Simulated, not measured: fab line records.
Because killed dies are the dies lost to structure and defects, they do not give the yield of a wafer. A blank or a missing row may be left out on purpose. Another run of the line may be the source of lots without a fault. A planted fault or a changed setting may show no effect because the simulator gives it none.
Which of the tools did it? + flow nand-harc + 42 wafers from 14 lots sampled at 5 of the route's 1159 steps

WHAT EACH GAUGE READ, for each wafer
NHARC_P_M0_THK_MEAS_24: measures by xrf.
| lot  | measured     | on            | thk-nm (nm)       |
|------|--------------|---------------|-------------------|
| L128 | day 6 19:00  | film-metro-01 | 117.7 119.2 120.3 |
| L130 | day 6 19:27  | film-metro-01 | 117.8 119.0 116.4 |
| L131 | day 6 20:10  | film-metro-02 | 120.1 118.9 117.9 |
| L132 | day 7 01:43  | film-metro-01 | 118.7 119.1 117.5 |
| L133 | day 7 06:41  | film-metro-02 | 118.4 118.3 118.4 |
| L134 | day 7 11:27  | film-metro-02 | 118.4 118.0 116.4 |
| L135 | day 7 12:53  | film-metro-01 | 118.3 117.0 120.0 |
| L136 | day 8 07:01  | film-metro-01 | 116.9 118.4 119.9 |
| L138 | day 8 12:07  | film-metro-02 | 120.9 116.7 118.1 |
| L137 | day 8 12:12  | film-metro-01 | 119.7 116.8 117.7 |
| L140 | day 9 05:29  | film-metro-01 | 118.7 120.2 117.1 |
| L147 | day 10 19:13 | film-metro-02 | 119.3 119.0 118.5 |
| L149 | day 11 13:31 | film-metro-01 | 120.3 117.8 117.7 |
| L150 | day 11 13:58 | film-metro-02 | 117.8 119.4 119.1 |

NHARC_END_SORT_01.
| lot  | measured     | on        | defect-limited-yield (%) | killed-at-array | killed-at-other | killed-at-periphery | killed-dies | killed-open | killed-short | sort_bin_2_pct (%) | sort_bin_3_pct (%) | sort_bin_4_pct (%) | sort-n-pass | sort-rim-yield-pct (%) | sort-yield-pct (%) |
|------|--------------|-----------|--------------------------|-----------------|-----------------|---------------------|-------------|-------------|--------------|--------------------|--------------------|--------------------|-------------|------------------------|--------------------|
| L147 | day 24 14:30 | prober-02 | 92.2 94.7 94.1           | 45 29 32        | 0 2 2           | 8 5 6               | 53 36 40    | 3 3 2       | 1 2 3        | 3.0 2.1 1.8        | 0.30 0.44 0.30     | 4.6 2.8 3.8        | 624 641 637 | 96 94 99               | 92.2 94.7 94.1     |
| L149 | day 24 22:14 | prober-02 | 92.5 91.7 95.6           | 40 44 26        | 0 2 0           | 11 10 4             | 51 56 30    | 3 3 2       | 2 2 2        | 1.5 2.2 1.6        | 0.30 0 0.59        | 5.8 6.1 2.2        | 626 621 647 | 90 88 89               | 92.5 91.7 95.6     |

WHAT TOOL EACH LOT RAN ON (gives the tool, then ch and the chambers of the sampled wafers, and finally the start)
| lot  | NHARC_P_M0_DEGAS_28          | NHARC_P_M0_PRE_CLEAN_29      | NHARC_P_M1_DEGAS_29          |
|------|------------------------------|------------------------------|------------------------------|
| L128 | pvd-sputter-03, day 6 17:36  | pvd-sputter-03, day 6 17:40  | pvd-sputter-03, day 6 21:47  |
| L130 | pvd-sputter-03, day 6 18:04  | pvd-sputter-03, day 6 18:07  | pvd-sputter-02, day 6 22:14  |
| L131 | pvd-sputter-03, day 6 18:30  | pvd-sputter-03, day 6 18:34  | pvd-sputter-02, day 6 23:02  |
| L132 | pvd-sputter-03, day 7 00:11  | pvd-sputter-03, day 7 00:14  | pvd-sputter-01, day 7 04:28  |
| L133 | pvd-sputter-02, day 7 05:18  | pvd-sputter-02, day 7 05:21  | pvd-sputter-03, day 7 09:21  |
| L134 | pvd-sputter-01, day 7 10:01  | pvd-sputter-01, day 7 10:05  | pvd-sputter-03, day 7 14:13  |
| L135 | pvd-sputter-01, day 7 11:29  | pvd-sputter-01, day 7 11:32  | pvd-sputter-02, day 7 15:39  |
| L136 | pvd-sputter-02, day 8 05:37  | pvd-sputter-02, day 8 05:40  | pvd-sputter-03, day 8 09:46  |
| L138 | pvd-sputter-03, day 8 10:41  | pvd-sputter-03, day 8 10:44  | pvd-sputter-01, day 8 14:52  |
| L137 | pvd-sputter-01, day 8 10:43  | pvd-sputter-01, day 8 10:47  | pvd-sputter-02, day 8 23:46  |
| L140 | pvd-sputter-03, day 9 03:58  | pvd-sputter-03, day 9 04:01  | pvd-sputter-02, day 9 08:07  |
| L147 | pvd-sputter-02, day 10 17:43 | pvd-sputter-02, day 10 17:47 | pvd-sputter-03, day 11 01:34 |
| L149 | pvd-sputter-02, day 11 12:07 | pvd-sputter-02, day 11 12:11 | pvd-sputter-03, day 11 20:08 |
| L150 | pvd-sputter-03, day 11 12:35 | pvd-sputter-03, day 11 12:38 | pvd-sputter-01, day 11 16:49 |
- NHARC_P_M0_DEGAS_28: time 60 s.
- NHARC_P_M0_PRE_CLEAN_29: time 30 s.
- NHARC_P_M1_DEGAS_29: time 60 s.

AS READ BY THE TOOLS THEMSELVES (means over the sampled wafers that have a number; for cases with no such wafer, the mark the record gives instead)
NHARC_P_M0_DEGAS_28.
| lot  | tool           | heater-power-w (W) |
|------|----------------|--------------------|
| L128 | pvd-sputter-03 | 368                |
| L130 | pvd-sputter-03 | 371                |
| L131 | pvd-sputter-03 | 318                |
| L132 | pvd-sputter-03 | 373                |
| L133 | pvd-sputter-02 | 314                |
| L134 | pvd-sputter-01 | 309                |
| L135 | pvd-sputter-01 | 345                |
| L136 | pvd-sputter-02 | 338                |
| L138 | pvd-sputter-03 | 336                |
| L137 | pvd-sputter-01 | 340                |
| L140 | pvd-sputter-03 | 374                |
| L147 | pvd-sputter-02 | 313                |
| L149 | pvd-sputter-02 | 311                |
| L150 | pvd-sputter-03 | 382                |

NHARC_P_M0_PRE_CLEAN_29.
| lot  | tool           | heater-power-w (W) |
|------|----------------|--------------------|
| L128 | pvd-sputter-03 | 452                |
| L130 | pvd-sputter-03 | 406                |
| L131 | pvd-sputter-03 | 400                |
| L132 | pvd-sputter-03 | 422                |
| L133 | pvd-sputter-02 | 383                |
| L134 | pvd-sputter-01 | 447                |
| L135 | pvd-sputter-01 | 407                |
| L136 | pvd-sputter-02 | 387                |
| L138 | pvd-sputter-03 | 383                |
| L137 | pvd-sputter-01 | 442                |
| L140 | pvd-sputter-03 | 463                |
| L147 | pvd-sputter-02 | 356                |
| L149 | pvd-sputter-02 | 356                |
| L150 | pvd-sputter-03 | 414                |

NHARC_P_M1_DEGAS_29.
| lot  | tool           | heater-power-w (W) |
|------|----------------|--------------------|
| L128 | pvd-sputter-03 | 339                |
| L130 | pvd-sputter-02 | 317                |
| L131 | pvd-sputter-02 | 294                |
| L132 | pvd-sputter-01 | 333                |
| L133 | pvd-sputter-03 | 328                |
| L134 | pvd-sputter-03 | 342                |
| L135 | pvd-sputter-02 | 313                |
| L136 | pvd-sputter-03 | 331                |
| L138 | pvd-sputter-01 | 335                |
| L137 | pvd-sputter-02 | 335                |
| L140 | pvd-sputter-02 | 295                |
| L147 | pvd-sputter-03 | 343                |
| L149 | pvd-sputter-03 | 339                |
| L150 | pvd-sputter-01 | 332                |

THE ANSWER, worked out from the rows above alone
Rule: usual is defined by the lots themselves. Put in order of their means at a reading, lots are off if they are a third of the lots or fewer, leave a main group of 4 or more, and stand apart from it by a gap of 3 or more times the standard deviation of the main group's means; of several such gaps the widest counts. The tables above print the reading to a certain number of digits; a main group whose means all agree to those digits is not used. A lot without any number at a reading at which 4 lots or more have one is off too. Where the step has rows for the other lots, those lots are counted as sound. First the gauges in route order, then the tools' own readings, where a lot's mean is used as printed above. The first step at which some lot is off is used, and at that step the reading that is off furthest; a lot without a number counts as furthest.
Nothing can be told from this: no lot is off at any reading shown.

WHAT THE SIMULATOR PUT IN
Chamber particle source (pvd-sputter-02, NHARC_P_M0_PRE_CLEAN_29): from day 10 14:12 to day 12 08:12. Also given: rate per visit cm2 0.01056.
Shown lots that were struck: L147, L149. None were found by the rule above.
